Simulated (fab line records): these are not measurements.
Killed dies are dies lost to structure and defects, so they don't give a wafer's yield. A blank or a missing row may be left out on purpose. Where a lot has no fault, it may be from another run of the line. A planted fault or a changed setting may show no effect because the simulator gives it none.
What tool caused it?    flow nand_harc    7 lots, 21 wafers sampled, at 2 steps of a route of 1302

## WHAT THE GAUGES SHOWED, per wafer
NHARC_P_ZERO_WELL_INSPECT_43.
lot   measured      on                 raw_defect_count
L158  day 2 14:05   defect_inspect-01  16 14 7
L160  day 3 09:35   defect_inspect-01  12 15 20
L162  day 4 05:35   defect_inspect-02  19 13 8
L172  day 8 09:35   defect_inspect-02  9 16 25
L175  day 9 15:50   defect_inspect-02  21 3 23
L177  day 10 11:32  defect_inspect-02  18 7 10
L179  day 11 07:34  defect_inspect-01  6 6 12

## EACH LOT AND THE TOOL THAT RAN IT (in order: tool; ch and the chambers of the sampled wafers; start)
lot   NHARC_P_ZERO_WELL_DESCUM_39
L158  rie_diel-13 ch 1,2, day 2 10:32
L160  rie_diel-03 ch 2,3, day 3 06:16
L162  rie_diel-12 ch 2,3, day 4 02:17
L172  rie_diel-13 ch 0,1, day 8 06:17
L175  rie_diel-03 ch 0,1, day 9 12:40
L177  rie_diel-13 ch 0,2,3, day 10 08:15
L179  rie_diel-12 ch 0,1,3, day 11 04:20
- NHARC_P_ZERO_WELL_DESCUM_39: chemistry O2, time 3 s.

## THE ANSWER, worked out from the rows above alone
Rule: usual is defined by the lots themselves. The widest of any qualifying gaps counts: lots, ordered by their means at a reading, are off when they make up no more than a third of the lots, leave a main group of 4 or more, and stand apart from it by 3 or more times the standard deviation of that group's means. Not used: any main group whose means are identical at the precision the tables above print for the reading. A lot without any number at a reading at which 4 lots or more have one is off too. Any other lot the step has rows for is counted as sound.
No lot is off on any of the readings shown, so nothing can be concluded from this.

## WHAT THE SIMULATOR PUT IN
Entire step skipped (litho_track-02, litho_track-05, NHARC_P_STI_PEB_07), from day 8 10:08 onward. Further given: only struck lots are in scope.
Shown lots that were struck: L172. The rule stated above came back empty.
